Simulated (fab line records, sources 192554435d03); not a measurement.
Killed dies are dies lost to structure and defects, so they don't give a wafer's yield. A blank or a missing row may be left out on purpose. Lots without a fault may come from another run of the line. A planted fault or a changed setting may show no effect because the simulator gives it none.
A struck lot beside a sound one | flow n5_finfet | 37 steps out of a route of 1938
Sound: wafers L687.2, L687.4, L687.5. Struck: wafers L704.1, L704.2, L704.3. The cause comes at the end.
At each step with rows: each side's tool, then ch and its chambers, then its first start. Under that, the readings that differ: sound wafers | struck wafers | difference of the means | sigmas: that difference in standard deviations of wafers without a fault.
alike: readings whose means differ by less than 2 such deviations, and words and numbers that are the same on both sides. not compared: withheld readings, readings that some wafer has no value for, bounds like >300 that may hide the same value, and numbers for which the record gives no deviation and whose values overlap.
The two part at a step that has a row with sigmas, a row that says differs or no value, or rows on one side only. Numbers that don't overlap but have no deviation are shown without sigmas and don't part them. A reading that every wafer of one side lacks parts them only if that side has two wafers or more.

first, 9 steps without rows for these wafers: N5_BEOL_M4_ANNEAL_95 (time 240 s); N5_BEOL_M4_SPUTTER_96 (material Cu, target thk 4.5 nm, time 8.29 s); N5_BEOL_M4_ECD_50 (material Cu, target thk 300 nm); N5_BEOL_M4_ANNEAL_51 (time 90 s); N5_BEOL_M4_CMP_52 (polishes, stops on SiOC, t overpolish 6.8 s, target thk 40 nm); N5_BEOL_M4_PRE_CLEAN_60 (time 15 s); N5_BEOL_M4_CO_CAP_55 (material Co, precursor CCTBA/H2, target thk 2 nm, time 102.1 s); N5_BEOL_M4_PRE_CLEAN_56 (time 15 s); N5_BEOL_M4_DEP_57 (deposits SiCN from 3MS/NH3, target thk 8 nm, time 14 s).
N5_BEOL_M4_RC_MEAS_101:
  sound on prober-01 ch 0, day 7 17:47; struck on prober-02 ch 0, day 11 20:56
  alike: DIBL_N, DIBL_P, IOFF_N, IOFF_P, ION_N, ION_P, SS_N, SS_P, VT_N, VT_P
then, 24 steps without rows for these wafers: N5_BEOL_M5_ILD_DEP_00 (deposits SiCOH lowk from DEMS/porogen, target thk 140.64 nm, time 25.9 s); N5_BEOL_M5_CURE_79 (cures SiCOH lowk, time 240 s); N5_BEOL_M5_PECVD_70 (deposits SiO2 from TEOS/O2, target thk 16 nm, time 18 s); N5_BEOL_M5_HM_DEP_02 (deposits TiN, target thk 20 nm); N5_BEOL_M5_COAT_59 (time 60 s, resist thk 60 nm); N5_BEOL_M5_COAT_60 (time 60 s, resist thk 12 nm); N5_BEOL_M5_COAT_71 (time 60 s, resist thk 5 nm); N5_BEOL_M5_COAT_05 (resist thk 30 nm); N5_BEOL_M5_EBR_07; N5_BEOL_M5_SOFTBAKE_06 (time 60 s); N5_BEOL_M5_EXPOSE_08 (exposes mask M5, target cd 28 nm); N5_BEOL_M5_PEB_09 (peb time 60 s); N5_BEOL_M5_DEVELOP_10 (develop time 30 s); N5_BEOL_M5_DESCUM_16 (chemistry O2, time 7 s); N5_BEOL_M5_ETCH_72 (etches underlayer in N2/H2, target depth 6.5 nm, time 5.2 s); N5_BEOL_M5_ETCH_61 (etches SiARC in CF4, target depth 15.6 nm, time 26 s); N5_BEOL_M5_ETCH_62 (etches SOC in N2/H2, target depth 75 nm, overetch 15 nm, time 112.5 s); N5_BEOL_M5_STRIP_63 (strips in N2/H2); N5_BEOL_M5_STRIP_73 (strips in N2/H2); N5_BEOL_M5_STRIP_64 (strips in CF4); N5_BEOL_M5_HM_OPEN_17 (chemistry Cl2/BCl3, target TiN, target depth 20 nm, overetch 6 nm); N5_BEOL_M5_STRIP_19 (strips in O2); N5_BEOL_M5_COAT_65 (time 60 s, resist thk 60 nm); N5_BEOL_M5_COAT_66 (time 60 s, resist thk 12 nm).
N5_BEOL_M7_ETCH_65: etches SiARC in CF4, target depth 15.6 nm, time 26 s.
  sound on rie_diel-02 ch 0,2, day 8 23:27; struck on rie_diel-03 ch 1,2,3, day 12 21:19
  no value came back on the struck wafers for any of 10 readings (bias_w (W), cf4_flow_sccm (sccm) and others); on the sound wafers bias_w (W) reads 36.05 35.96 36.07
  reading                                      | sound          | struck       | difference | sigmas
  model.CAR-EUV_of_BEOL_M7_COAT_22.thk_nm (nm) | 11.2 11.2 11.2 | 20.2 20 20.2 | +8.9       |
  not compared: rf_hours_counter_h
N5_BEOL_M7_ETCH_66: etches SOC in N2/H2, target depth 80 nm, overetch 16 nm, time 120 s.
  sound on rie_diel-02 ch 0,2, day 8 23:29; struck on rie_diel-03 ch 1,2,3, day 12 21:21
  reading               | sound          | struck         | difference | sigmas
  oes_product_au (a.u.) | 0.54 0.68 0.53 | 0.32 0.27 0.29 | -0.29      | -5
  alike: bias_w, chamber_pressure_mTorr, drypump_motor_current_A, rf_fwd_power_W, rf_vpp_V, showerhead_plenum_p_Torr, throttle_valve_pct
  not compared: rf_hours_counter_h
-- the record jumps here: 3 days lie between the struck wafers' starts before and after (it left off in module BEOL_M7 and takes up again in module PASSIVATION, whose first step shown is number 1936 of the route) --
N5_PASSIVATION_PROBE_49:
  the record has rows for the struck wafers here (prober-02, day 16 07:01) and none for the sound ones

WHERE THEY PART
First at N5_BEOL_M7_ETCH_65; last, within this record, at N5_PASSIVATION_PROBE_49.

WHY: what the simulator had put in
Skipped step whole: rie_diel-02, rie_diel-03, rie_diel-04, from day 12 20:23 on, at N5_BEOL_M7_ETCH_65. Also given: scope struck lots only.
